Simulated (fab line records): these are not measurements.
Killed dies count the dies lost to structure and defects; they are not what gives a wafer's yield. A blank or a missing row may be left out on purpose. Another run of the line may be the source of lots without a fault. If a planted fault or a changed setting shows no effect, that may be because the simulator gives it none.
fab line records :: flow n5_finfet
record
  lots=3
  wafers=9
  last_day=20
route steps=1938 shown BEOL_M4@1099 BEOL_M5@1112 BEOL_M7@1326 PASSIVATION@1936
lots with no fault: from the same line, run without faults
start_h: hours from the record's first day to the start of the lot's first wafer shown :: wait_h: time in hours since the lot's previous step :: " identical to the entry in the row above :: L1.1+2: one row covering several wafers at once :: - no value, or no start given :: * or withheld: withheld :: < > ~ a bound
route shown NAME@n: a module of which the file shows steps, and the number in the route of the first :: usual: mean/standard deviation of fault-free wafers :: same: alike in all rows :: chamber/n: place in a boat :: sites: readings site by site :: _std_site: their standard deviation :: _edge_site: outer sites' mean less inner sites' :: radius_mm: for every site, how far away it sits from the centre of the wafer :: mask NAME#n: copy n :: behind: the tool/chamber that last shaped the wafer :: hold: cause of the lot's hold/its duration in hours/its outcome :: device: the n, p or np transistor that did not switch :: end of line: at the end of the route, the tests of the same wafers :: for a step that has no rows: nothing shown but its recipe :: killed: at the first sort, the dies lost to defects and structure; wafer yield is something else :: map: shows each die of a wafer: x if killed, . if not, _ if none is there
set.NAME: the setting that was run; set.NAME@STEP: the one run at that earlier step :: model.NAME: the simulator's own value behind a step, which no gauge read
a table for each step, a row for each wafer; lots at some steps of the route
services: a tool's chamber out of use, with start hour (start_h, from the record's first day; less than 0 if before it), hours out, and reason
## steps
# step N5_BEOL_M4_ANNEAL_95
# recipe
  temp_c=400
  time_s=240
  ambient=vacuum
# step N5_BEOL_M4_SPUTTER_96
# recipe
  material=Cu
  target_thk_a=45
  temp_c=-20
  chamber_pressure_pa=0.07
  power_w=withheld
  time_s=8.29
# step N5_BEOL_M4_ECD_50
# recipe
  material=Cu
  target_thk_a=3000
# step N5_BEOL_M4_ANNEAL_51
# recipe
  temp_c=225
  time_s=90
  ambient=N2
# step N5_BEOL_M4_CMP_52
# recipe
  stop_on=SiOC
  t_overpolish_s=6.8
  down_force_psi=1
  platen_rpm=50
  clearing_platen_down_force_psi=1.5
  clearing_platen_rpm=50
  post_cmp_clean=cu_alkaline
  target_thk_nm=40
  clearing_platen_pad_velocity_m_s=0.99484
  pad_velocity_m_s=0.99484
# step N5_BEOL_M4_PRE_CLEAN_60
# recipe
  gas=NH3/H2
  time_s=15
  temp_c=*
  rf_power_w=300
# step N5_BEOL_M4_CO_CAP_55
# recipe
  material=Co
  target_thk_a=20
  temp_c=200
  precursor=CCTBA/H2
  pressure_torr=30
  time_s=102.1
# step N5_BEOL_M4_PRE_CLEAN_56
# recipe
  gas=NH3
  time_s=15
  temp_c=withheld
  rf_power_w=300
# step N5_BEOL_M4_DEP_57
# recipe
  material=SiCN
  target_thk_a=80
  temp_c=withheld
  precursor=3MS/NH3
  pressure_torr=3
  rf_w=202
  time_s=14
# step N5_BEOL_M4_RC_MEAS_101
# usual
  DIBL_N=36.5/2.1
  DIBL_P=36.6/2.6
  IOFF_N=0.17/0.044
  IOFF_P=0.21/0.048
  ION_N=674/17
  ION_P=462/9.5
  SS_N=71.6/0.77
  SS_P=73.5/0.72
  VT_N=250/4.2
  VT_P=-250/3.9
lot.wafer: L623.1
tool: prober-01
chamber: 0
start_h: 252.08
wait_h: 0.0
DIBL_N[mV/V]: 36.8
DIBL_P[mV/V]: 34.5
IOFF_N[nA/um]: 0.16
IOFF_P[nA/um]: 0.19
ION_N[uA/um]: 677
ION_P[uA/um]: 456
SS_N[mV/dec]: 71.7
SS_P[mV/dec]: 72.7
VT_N[mV]: 249
VT_P[mV]: -250

lot.wafer: L623.3
tool: prober-01
chamber: 0
start_h: 252.08
wait_h: 0.0
DIBL_N[mV/V]: 39.6
DIBL_P[mV/V]: 38.7
IOFF_N[nA/um]: 0.23
IOFF_P[nA/um]: 0.26
ION_N[uA/um]: 702
ION_P[uA/um]: 476
SS_N[mV/dec]: 72.9
SS_P[mV/dec]: 73.3
VT_N[mV]: 246
VT_P[mV]: -246

lot.wafer: L623.4
tool: prober-01
chamber: 0
start_h: 252.08
wait_h: 0.0
DIBL_N[mV/V]: 34.7
DIBL_P[mV/V]: 32.9
IOFF_N[nA/um]: 0.15
IOFF_P[nA/um]: 0.18
ION_N[uA/um]: 698
ION_P[uA/um]: 472
SS_N[mV/dec]: 71.5
SS_P[mV/dec]: 73.0
VT_N[mV]: 251
VT_P[mV]: -252

lot.wafer: L624.2
tool: prober-01
chamber: 0
start_h: 270.41
wait_h: 0.2
DIBL_N[mV/V]: 37.6
DIBL_P[mV/V]: 36.7
IOFF_N[nA/um]: 0.15
IOFF_P[nA/um]: 0.22
ION_N[uA/um]: 652
ION_P[uA/um]: 452
SS_N[mV/dec]: 72.1
SS_P[mV/dec]: 74.1
VT_N[mV]: 254
VT_P[mV]: -248

lot.wafer: L624.3
tool: prober-01
chamber: 0
start_h: 270.41
wait_h: 0.2
DIBL_N[mV/V]: 37.2
DIBL_P[mV/V]: 36.9
IOFF_N[nA/um]: 0.14
IOFF_P[nA/um]: 0.21
ION_N[uA/um]: 651
ION_P[uA/um]: 453
SS_N[mV/dec]: 71.4
SS_P[mV/dec]: 73.9
VT_N[mV]: 253
VT_P[mV]: -250

lot.wafer: L624.5
tool: prober-01
chamber: 0
start_h: 270.41
wait_h: 0.2
DIBL_N[mV/V]: 37.4
DIBL_P[mV/V]: 37.4
IOFF_N[nA/um]: 0.15
IOFF_P[nA/um]: 0.22
ION_N[uA/um]: 666
ION_P[uA/um]: 460
SS_N[mV/dec]: 71.6
SS_P[mV/dec]: 73.6
VT_N[mV]: 252
VT_P[mV]: -247

lot.wafer: L637.2
tool: prober-01
chamber: 0
start_h: 349.58
wait_h: 0.2
DIBL_N[mV/V]: 35.7
DIBL_P[mV/V]: 35.2
IOFF_N[nA/um]: 0.14
IOFF_P[nA/um]: 0.15
ION_N[uA/um]: 662
ION_P[uA/um]: 452
SS_N[mV/dec]: 71.3
SS_P[mV/dec]: 72.9
VT_N[mV]: 256
VT_P[mV]: -257

lot.wafer: L637.3
tool: prober-01
chamber: 0
start_h: 349.58
wait_h: 0.2
DIBL_N[mV/V]: 35.8
DIBL_P[mV/V]: 36.3
IOFF_N[nA/um]: 0.14
IOFF_P[nA/um]: 0.18
ION_N[uA/um]: 667
ION_P[uA/um]: 459
SS_N[mV/dec]: 70.6
SS_P[mV/dec]: 72.9
VT_N[mV]: 254
VT_P[mV]: -253

lot.wafer: L637.5
tool: prober-01
chamber: 0
start_h: 349.58
wait_h: 0.2
DIBL_N[mV/V]: 33.6
DIBL_P[mV/V]: 35.2
IOFF_N[nA/um]: 0.10
IOFF_P[nA/um]: 0.16
ION_N[uA/um]: 652
ION_P[uA/um]: 458
SS_N[mV/dec]: 70.4
SS_P[mV/dec]: 73.0
VT_N[mV]: 256
VT_P[mV]: -254
# step N5_BEOL_M5_ILD_DEP_00
# recipe
  material=SiCOH_lowk
  target_thk_a=1406.4
  temp_c=300
  precursor=DEMS/porogen
  pressure_torr=5
  rf_w=500
  time_s=25.9
# step N5_BEOL_M5_CURE_79
# recipe
  temp_c=385
  time_s=240
  ambient=He/Ar
  material=SiCOH_lowk
# step N5_BEOL_M5_PECVD_70
# recipe
  material=SiO2
  target_thk_a=160
  temp_c=400
  precursor=TEOS/O2
  pressure_torr=5.5
  rf_w=450
  teos_flow_sccm=53.8
  gas=O2
  flow_sccm=3000
  time_s=18
# step N5_BEOL_M5_HM_DEP_02
# recipe
  material=TiN
  target_thk_a=200
  temp_c=25
  chamber_pressure_pa=0.49996
# step N5_BEOL_M5_COAT_59
# recipe
  resist=SOC
  temp_c=250
  time_s=60
  spin_rpm=1500
  resist_thk_nm=60
# step N5_BEOL_M5_COAT_60
# recipe
  resist=SiARC
  temp_c=220
  time_s=60
  spin_rpm=1500
  resist_thk_nm=12
# step N5_BEOL_M5_COAT_71
# recipe
  resist=underlayer
  temp_c=205
  time_s=60
  spin_rpm=1500
  resist_thk_nm=5
# step N5_BEOL_M5_COAT_05
# recipe
  resist=CAR-EUV
  spin_rpm=1500
  resist_thk_nm=30
# step N5_BEOL_M5_EBR_07
# recipe
  solvent=PGMEA
  ebr_width_mm=1.5
# step N5_BEOL_M5_SOFTBAKE_06
# recipe
  temp_c=110
  time_s=60
  resist=CAR-EUV
# step N5_BEOL_M5_EXPOSE_08
# recipe
  mask_id=M5
  na=0.33
  source_shape=annular
  sigma_inner=0.4
  sigma_outer=0.8
  polarization=unpolarized
  target_cd_nm=28
  dose_mj=35.75
# step N5_BEOL_M5_PEB_09
# recipe
  peb_temp_c=100
  peb_time_s=60
  resist=CAR-EUV
# step N5_BEOL_M5_DEVELOP_10
# recipe
  develop_time_s=30
  developer=TMAH
  resist=CAR-EUV
  rinse_liquid=surfactant_rinse
  dry=air_spin
  dev_temp_c=23
# step N5_BEOL_M5_DESCUM_16
# recipe
  chemistry=O2
  time_s=7
  source_power_w=50
  bias_power_w=20
  pressure_mtorr=20
  rf_frequency_hz=2.712e+07
  temp_c=40
  resist=CAR-EUV
  o2_flow_sccm=225
# step N5_BEOL_M5_ETCH_72
# recipe
  chemistry=N2/H2
  target=underlayer
  target_depth_a=65
  mask_material=CAR-EUV
  time_s=5.2
  ion_energy_ev=200
  pressure_mtorr=30
  source_w=840
  bias_w=150
  n2_flow_sccm=200
  h2_flow_sccm=200
  ends=cleared
# step N5_BEOL_M5_ETCH_61
# recipe
  chemistry=CF4
  target=SiARC
  target_depth_a=156
  mask_material=CAR-EUV
  time_s=26
  ion_energy_ev=80
  pressure_mtorr=40
  source_w=545
  bias_w=36
  Ar_flow_sccm=100
  cf4_flow_sccm=100
  ends=cleared
# step N5_BEOL_M5_ETCH_62
# recipe
  chemistry=N2/H2
  target=SOC
  target_depth_a=750
  overetch_a=150
  mask_material=SiARC
  temp_c=40
  time_s=112.5
  ion_energy_ev=200
  pressure_mtorr=30
  source_w=840
  bias_w=150
  n2_flow_sccm=200
  h2_flow_sccm=200
# step N5_BEOL_M5_STRIP_63
# recipe
  chemistry=N2/H2
  temp_c=40
  n2_flow_sccm=200
  h2_flow_sccm=200
  rf_frequency_hz=6e+07
# step N5_BEOL_M5_STRIP_73
# recipe
  chemistry=N2/H2
  temp_c=40
  n2_flow_sccm=200
  h2_flow_sccm=200
  rf_frequency_hz=6e+07
# step N5_BEOL_M5_STRIP_64
# recipe
  chemistry=CF4
  resist=SiARC
  power_w=300
  bias_power_w=75
  pressure_mtorr=50
  cf4_flow_sccm=150
  rf_frequency_hz=6e+07
# step N5_BEOL_M5_HM_OPEN_17
# recipe
  chemistry=Cl2/BCl3
  target_depth_a=200
  overetch_a=60
  target=TiN
  mask_material=SOC
  ion_energy_ev=150
  pressure_mtorr=10
  icp_w=1000
  bias_w=126
  Cl2_flow_sccm=53.25
  bcl3_flow_sccm=21.75
  Ar_flow_sccm=25
# step N5_BEOL_M5_STRIP_19
# recipe
  chemistry=O2
  power_w=400
  temp_c=40
  pressure_mtorr=30
  rf_frequency_hz=6e+07
  bias_power_w=0
  overash_fraction=0.2
  o2_flow_sccm=225
# step N5_BEOL_M5_COAT_65
# recipe
  resist=SOC
  temp_c=250
  time_s=60
  spin_rpm=1500
  resist_thk_nm=60
# step N5_BEOL_M5_COAT_66
# recipe
  resist=SiARC
  temp_c=220
  time_s=60
  spin_rpm=1500
  resist_thk_nm=12
# step N5_BEOL_M7_CMP_52
# recipe
  stop_on=SiCOH_lowk
  t_overpolish_s=6.9
  down_force_psi=1
  platen_rpm=50
  clearing_platen_down_force_psi=1.5
  clearing_platen_rpm=50
  post_cmp_clean=cu_alkaline
  target_thk_nm=80
  clearing_platen_pad_velocity_m_s=0.99484
  pad_velocity_m_s=0.99484
# usual
  barrier_field_endpoint_s=29.0/0.86
  motor_current_A=6.3/0.69
  overpolish_run_s=6.899/0.0095
  time_to_endpoint_s=63/3.7
lot.wafer: L623.1
tool: cmp-02
chamber: 2
start_h: 279.95
wait_h: 0.4
barrier_field_endpoint_s: 30.6
motor_current_A: 5.0
overpolish_run_s: 6.908
time_to_endpoint_s: 64

lot.wafer: L623.3
tool: cmp-02
chamber: 3
start_h: 279.95
wait_h: 0.4
barrier_field_endpoint_s: 28.2
motor_current_A: 6.1
overpolish_run_s: 6.900
time_to_endpoint_s: 58

lot.wafer: L623.4
tool: cmp-02
chamber: 0
start_h: 279.95
wait_h: 0.4
barrier_field_endpoint_s: 30.2
motor_current_A: 7.5
overpolish_run_s: 6.891
time_to_endpoint_s: 63

lot.wafer: L624.2
tool: cmp-02
chamber: 1
start_h: 299.49
wait_h: 0.2
barrier_field_endpoint_s: 46.8
motor_current_A: 5.9
overpolish_run_s: 0.046
time_to_endpoint_s: 82

lot.wafer: L624.3
tool: cmp-02
chamber: 3
start_h: 299.49
wait_h: 0.2
barrier_field_endpoint_s: 28.8
motor_current_A: 5.9
overpolish_run_s: 6.902
time_to_endpoint_s: 57

lot.wafer: L624.5
tool: cmp-02
chamber: 2
start_h: 299.49
wait_h: 0.2
barrier_field_endpoint_s: 29.7
motor_current_A: 5.1
overpolish_run_s: 6.883
time_to_endpoint_s: 62

lot.wafer: L637.3
tool: cmp-03
chamber: 3
start_h: 384.33
wait_h: 0.2
barrier_field_endpoint_s: 29.7
motor_current_A: 6.2
overpolish_run_s: 6.893
time_to_endpoint_s: 66

lot.wafer: L637.2
tool: cmp-03
chamber: 0
start_h: 384.33
wait_h: 0.2
barrier_field_endpoint_s: 28.1
motor_current_A: 6.2
overpolish_run_s: 6.899
time_to_endpoint_s: 61

lot.wafer: L637.5
tool: cmp-03
chamber: 2
start_h: 384.33
wait_h: 0.2
barrier_field_endpoint_s: 28.8
motor_current_A: 6.4
overpolish_run_s: 6.901
time_to_endpoint_s: 58
# step N5_BEOL_M7_THK_MEAS_53
# recipe
  thk_meas_gauge=xrf
  reads=Cu_of_BEOL_M7_ECD_50
# usual
  M7_THK=78.8/2.6
lot.wafer: L623.1
tool: film_metro-02
chamber: -
start_h: 280.24
wait_h: -
M7_THK[nm]: 76.2

lot.wafer: L623.3
tool: film_metro-02
chamber: -
start_h: 280.24
wait_h: -
M7_THK[nm]: 81.7

lot.wafer: L623.4
tool: film_metro-02
chamber: -
start_h: 280.24
wait_h: -
M7_THK[nm]: 78.6

lot.wafer: L624.2
tool: film_metro-02
chamber: -
start_h: 299.79
wait_h: -
M7_THK[nm]: 178.3

lot.wafer: L624.3
tool: film_metro-02
chamber: -
start_h: 299.79
wait_h: -
M7_THK[nm]: 76.0

lot.wafer: L624.5
tool: film_metro-02
chamber: -
start_h: 299.79
wait_h: -
M7_THK[nm]: 79.6

lot.wafer: L637.2
tool: film_metro-01
chamber: -
start_h: 384.55
wait_h: -
M7_THK[nm]: 83.6

lot.wafer: L637.3
tool: film_metro-01
chamber: -
start_h: 384.55
wait_h: -
M7_THK[nm]: 77.4

lot.wafer: L637.5
tool: film_metro-01
chamber: -
start_h: 384.55
wait_h: -
M7_THK[nm]: 81.4
# step N5_BEOL_M7_INSPECT_58
# recipe
  inspect_instrument=darkfield
  mode=post_dep
# usual
  raw_defect_count=70/23
lot.wafer: L623.1
tool: defect_inspect-01
chamber: -
start_h: 280.40
wait_h: 0.0
raw_defect_count: 69

lot.wafer: L623.3
tool: defect_inspect-01
chamber: -
start_h: 280.40
wait_h: 0.0
raw_defect_count: 71

lot.wafer: L623.4
tool: defect_inspect-01
chamber: -
start_h: 280.40
wait_h: 0.0
raw_defect_count: 67

lot.wafer: L624.2
tool: defect_inspect-01
chamber: -
start_h: 299.95
wait_h: 0.0
raw_defect_count: 1207

lot.wafer: L624.3
tool: defect_inspect-01
chamber: -
start_h: 299.95
wait_h: 0.0
raw_defect_count: 64

lot.wafer: L624.5
tool: defect_inspect-01
chamber: -
start_h: 299.95
wait_h: 0.0
raw_defect_count: 66

lot.wafer: L637.2
tool: defect_inspect-01
chamber: -
start_h: 384.71
wait_h: 0.0
raw_defect_count: 55

lot.wafer: L637.3
tool: defect_inspect-01
chamber: -
start_h: 384.71
wait_h: 0.0
raw_defect_count: 58

lot.wafer: L637.5
tool: defect_inspect-01
chamber: -
start_h: 384.71
wait_h: 0.0
raw_defect_count: 85
# step N5_PASSIVATION_PROBE_49
# usual
  defect_limited_yield=91.2/1.5
  killed_at_M0_to_M3=36/10
  killed_at_M4_up=14/5.2
  killed_at_contacts=12/6
  killed_at_front_end=37/10
  killed_at_other=4/3.3
  killed_dies=104/18
  killed_on_rim=14/4.1
  killed_open=68/14
  killed_short=34/7.4
  sort_bin_5_function=5.2/1
  sort_bin_6_memory=3.3/0.7
  sort_n_pass=1076/18
  sort_yield_pct=91.2/1.5
# same
  gross_dies=1180
  killed_at_back_side=0
  sort_bin_4_leakage[%]=0
  sort_bin_8_speed[%]=0
lot.wafer: L623.1
tool: prober-02
chamber: -
start_h: 347.31
wait_h: 0.0
defect_limited_yield[%]: 90.3
killed_at_M0_to_M3: 33
killed_at_M4_up: 19
killed_at_contacts: 18
killed_at_front_end: 43
killed_at_other: 1
killed_dies: 114
killed_on_rim: 21
killed_open: 82
killed_short: 30
sort_bin_5_function[%]: 6.1
sort_bin_6_memory[%]: 3.2
sort_n_pass: 1066
sort_yield_pct[%]: 90.3

lot.wafer: L623.3
tool: prober-02
chamber: -
start_h: 347.41
wait_h: 0.1
defect_limited_yield[%]: 87.8
killed_at_M0_to_M3: 40
killed_at_M4_up: 24
killed_at_contacts: 26
killed_at_front_end: 49
killed_at_other: 5
killed_dies: 144
killed_on_rim: 14
killed_open: 88
killed_short: 49
sort_bin_5_function[%]: 6.8
sort_bin_6_memory[%]: 4.7
sort_n_pass: 1036
sort_yield_pct[%]: 87.8

lot.wafer: L623.4
tool: prober-02
chamber: -
start_h: 347.46
wait_h: 0.2
defect_limited_yield[%]: 92.1
killed_at_M0_to_M3: 19
killed_at_M4_up: 19
killed_at_contacts: 18
killed_at_front_end: 36
killed_at_other: 1
killed_dies: 93
killed_on_rim: 9
killed_open: 62
killed_short: 24
sort_bin_5_function[%]: 4.1
sort_bin_6_memory[%]: 2.8
sort_n_pass: 1087
sort_yield_pct[%]: 92.1

lot.wafer: L624.2
tool: prober-01
chamber: -
start_h: 375.65
wait_h: 0.1
defect_limited_yield[%]: 0
killed_at_M0_to_M3: 30
killed_at_M4_up: 1091
killed_at_contacts: 10
killed_at_front_end: 41
killed_at_other: 8
killed_dies: 1180
killed_on_rim: 152
killed_open: 65
killed_short: 37
sort_bin_5_function[%]: 4.4
sort_bin_6_memory[%]: 4.0
sort_n_pass: 0
sort_yield_pct[%]: 0

lot.wafer: L624.3
tool: prober-01
chamber: -
start_h: 375.70
wait_h: 0.1
defect_limited_yield[%]: 90.9
killed_at_M0_to_M3: 25
killed_at_M4_up: 10
killed_at_contacts: 15
killed_at_front_end: 56
killed_at_other: 1
killed_dies: 107
killed_on_rim: 18
killed_open: 63
killed_short: 43
sort_bin_5_function[%]: 5.6
sort_bin_6_memory[%]: 3.1
sort_n_pass: 1073
sort_yield_pct[%]: 90.9

lot.wafer: L624.5
tool: prober-01
chamber: -
start_h: 375.80
wait_h: 0.2
defect_limited_yield[%]: 93.2
killed_at_M0_to_M3: 33
killed_at_M4_up: 8
killed_at_contacts: 10
killed_at_front_end: 23
killed_at_other: 6
killed_dies: 80
killed_on_rim: 16
killed_open: 45
killed_short: 32
sort_bin_5_function[%]: 4.2
sort_bin_6_memory[%]: 2.1
sort_n_pass: 1100
sort_yield_pct[%]: 93.2
# killed by level:class
L623.1 MOL_CONTACT_COAG:geometric_particle:open=17 STI_FIN_REVEAL:geometric_particle:open=9 FIN_SAQP:geometric_particle:open=8 FIN_SAQP:geometric_particle:short=8 BEOL_M5:geometric_particle:open=7 BEOL_M1:geometric_particle:open=6 BEOL_M3:geometric_particle:open=5 ILD0:geometric_particle:open=4
L623.3 MOL_CONTACT_COAG:geometric_particle:open=19 FIN_SAQP:geometric_particle:short=14 BEOL_M3:geometric_particle:open=11 FIN_SAQP:geometric_particle:open=10 MOL_CONTACT_COAG:geometric_particle:short=7 BEOL_M5:geometric_particle:open=7 BEOL_M0_SAQP:geometric_particle:open=6 BEOL_M0_SAQP:geometric_particle:short=6
L623.4 MOL_CONTACT_COAG:geometric_particle:open=16 FIN_SAQP:geometric_particle:open=9 HKMG_FIN:area_etch=6 FIN_SAQP:geometric_particle:short=5 BEOL_M1:geometric_particle:open=5 BEOL_M0:geometric_particle:open=4 STARTING-WAFER:geometric_particle:open=4 BEOL_M5:geometric_particle:open=4
L624.2 BEOL_M7:area_cmp=1077 FIN_SAQP:geometric_particle:open=14 GATE_CUT:geometric_particle:short=9 BEOL_M0_SAQP:geometric_particle:open=9 BEOL_M4:geometric_particle:open=7 BEOL_M0_SAQP:geometric_particle:short=7 MOL_CONTACT_COAG:geometric_particle:open=6 BEOL_M3:geometric_particle:open=6
L624.3 FIN_SAQP:geometric_particle:short=17 MOL_CONTACT_COAG:geometric_particle:open=12 GATE_CUT:geometric_particle:short=11 FIN_SAQP:geometric_particle:open=9 BEOL_M2:geometric_particle:open=7 BEOL_M0_SAQP:geometric_particle:open=5 ILD0:geometric_particle:open=4 GATE_CUT:geometric_particle:open=4
L624.5 BEOL_M0_SAQP:geometric_particle:short=9 FIN_SAQP:geometric_particle:short=8 MOL_CONTACT_COAG:geometric_particle:open=7 BEOL_M0_SAQP:geometric_particle:open=7 BEOL_M2:geometric_particle:open=7 BEOL_M5:geometric_particle:open=5 FIN_SAQP:geometric_particle:open=4 MOL_CONTACT_COAG:geometric_particle:short=3
# map L624.2 (x killed, . not)
_________________xxxxxxxxxxxx________________
______________xxxxxxxxxxxxxxxxxx_____________
___________xxxxxxxxxxxxxxxxxxxxxxxx__________
__________xxxxxxxxxxxxxxxxxxxxxxxxxx_________
________xxxxxxxxxxxxxxxxxxxxxxxxxxxxxx_______
_______xxxxxxxxxxxxxxxxxxxxxxxxxxxxxxxx______
______xxxxxxxxxxxxxxxxxxxxxxxxxxxxxxxxxx_____
_____xxxxxxxxxxxxxxxxxxxxxxxxxxxxxxxxxxxx____
____xxxxxxxxxxxxxxxxxxxxxxxxxxxxxxxxxxxxxx___
___xxxxxxxxxxxxxxxxxxxxxxxxxxxxxxxxxxxxxxxx__
___xxxxxxxxxxxxxxxxxxxxxxxxxxxxxxxxxxxxxxxx__
__xxxxxxxxxxxxxxxxxxxxxxxxxxxxxxxxxxxxxxxxxx_
__xxxxxxxxxxxxxxxxxxxxxxxxxxxxxxxxxxxxxxxxxx_
_xxxxxxxxxxxxxxxxxxxxxxxxxxxxxxxxxxxxxxxxxxxx
_xxxxxxxxxxxxxxxxxxxxxxxxxxxxxxxxxxxxxxxxxxxx
_xxxxxxxxxxxxxxxxxxxxxxxxxxxxxxxxxxxxxxxxxxxx
_xxxxxxxxxxxxxxxxxxxxxxxxxxxxxxxxxxxxxxxxxxxx
_xxxxxxxxxxxxxxxxxxxxxxxxxxxxxxxxxxxxxxxxxxxx
_xxxxxxxxxxxxxxxxxxxxxxxxxxxxxxxxxxxxxxxxxxxx
_xxxxxxxxxxxxxxxxxxxxxxxxxxxxxxxxxxxxxxxxxxxx
_xxxxxxxxxxxxxxxxxxxxxxxxxxxxxxxxxxxxxxxxxxxx
__xxxxxxxxxxxxxxxxxxxxxxxxxxxxxxxxxxxxxxxxxx_
__xxxxxxxxxxxxxxxxxxxxxxxxxxxxxxxxxxxxxxxxxx_
___xxxxxxxxxxxxxxxxxxxxxxxxxxxxxxxxxxxxxxxx__
___xxxxxxxxxxxxxxxxxxxxxxxxxxxxxxxxxxxxxxxx__
____xxxxxxxxxxxxxxxxxxxxxxxxxxxxxxxxxxxxxx___
_____xxxxxxxxxxxxxxxxxxxxxxxxxxxxxxxxxxxx____
______xxxxxxxxxxxxxxxxxxxxxxxxxxxxxxxxxx_____
_______xxxxxxxxxxxxxxxxxxxxxxxxxxxxxxxx______
________xxxxxxxxxxxxxxxxxxxxxxxxxxxxxx_______
__________xxxxxxxxxxxxxxxxxxxxxxxxxx_________
___________xxxxxxxxxxxxxxxxxxxxxxxx__________
______________xxxxxxxxxxxxxxxxxx_____________
_________________xxxxxxxxxxxx________________
# map L623.3 (x killed, . not)
_________________...xx.......________________
______________.....x.x....x....._____________
___________........................__________
__________...x..x....x...xx....x...._________
________.x........x...............x..._______
_______......x..x......................______
______........x...x.x.........xx..x.x..._____
_____......x.x...x.........x.............____
____.........x..x.........................___
___x.xx....................................__
___............x.......xx.x..x.x.x.........__
__.......x.......x........x.....x....x......_
__........x.x.....xxx...............x..xx.x._
_...x.....x.........x..........x.........x...
_..............x.x....x......................
_..............x...........x.......x.........
_...xx......x...........x....xx.xx..x..x.....
_...........x......x.............x......x...x
_....x...................xx.x....x...........
_...x...x...x............x...x...xx..x.......
_..x.........................................
__..x...xx.....x....x.............xx......x._
__.............x...............x...x......x._
___......x.x....................x..........__
___...........x.....x.........x......x.....__
____..............x............x..x....x..___
_____......x......................x......____
______.x...x............x............x.._____
_______..x.......x.x.........x.x...x...______
________.........x......x............x_______
__________..x.x..x.................._________
___________.x.x............x..x.x..__________
______________.........x.x..x..._____________
_________________....x......x________________
## services
tool: cmp-02
chamber: -
start_h: 259.41
hours: 4.0
kind: pm

tool: cmp-02
chamber: -
start_h: 289.59
hours: 4.6
kind: pm

tool: cmp-02
chamber: -
start_h: 321.72
hours: 0.3
kind: repair

tool: cmp-02
chamber: -
start_h: 328.59
hours: 0.6
kind: repair

tool: cmp-03
chamber: -
start_h: 358.93
hours: 2.4
kind: repair

tool: cmp-02
chamber: -
start_h: 359.12
hours: 1.0
kind: repair

tool: cmp-02
chamber: -
start_h: 367.04
hours: 9.2
kind: repair

tool: cmp-03
chamber: -
start_h: 369.83
hours: 10.2
kind: pm

tool: cmp-03
chamber: -
start_h: 381.43
hours: 2.7
kind: repair
## key
first_sign
  step=N5_BEOL_M7_CMP_52
  reading=overpolish_run_s
  direction=down
  sigmas=99+
  usual=6.899
  struck=0.046
effect
  step=N5_BEOL_M7_CMP_52
  reading=barrier_field_endpoint_s
  direction=up
  sigmas=21
  usual=29.0
  struck=46.8
effect
  step=N5_BEOL_M7_THK_MEAS_53
  reading=M7_THK
  direction=up
  sigmas=39
  usual=78.8
  struck=178.3
effect
  step=N5_BEOL_M7_INSPECT_58
  reading=raw_defect_count
  direction=up
  sigmas=50
  usual=70
  struck=1207
effect
  step=N5_PASSIVATION_PROBE_49
  reading=killed_at_M4_up
  direction=up
  sigmas=99+
  usual=14
  struck=1091
more_kills_born_at
  N5_BEOL_M7_CMP_52@cmp-02=1077
met_at N5_BEOL_M7_CMP_52
struck_wafers L624.2
later_rows_left_out L624.2
fault
  kind=process_parameter_drift
  tool=cmp-02
  chamber=1
  onset_h=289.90
  steps=N5_BEOL_M7_CMP_52
  channel=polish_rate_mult
  offset=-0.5
  shape=step
  end_h=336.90
# later_rows_left_out: the simulator's readings of these wafers behind a module that went badly wrong aren't trusted and aren't shown, but for the sort
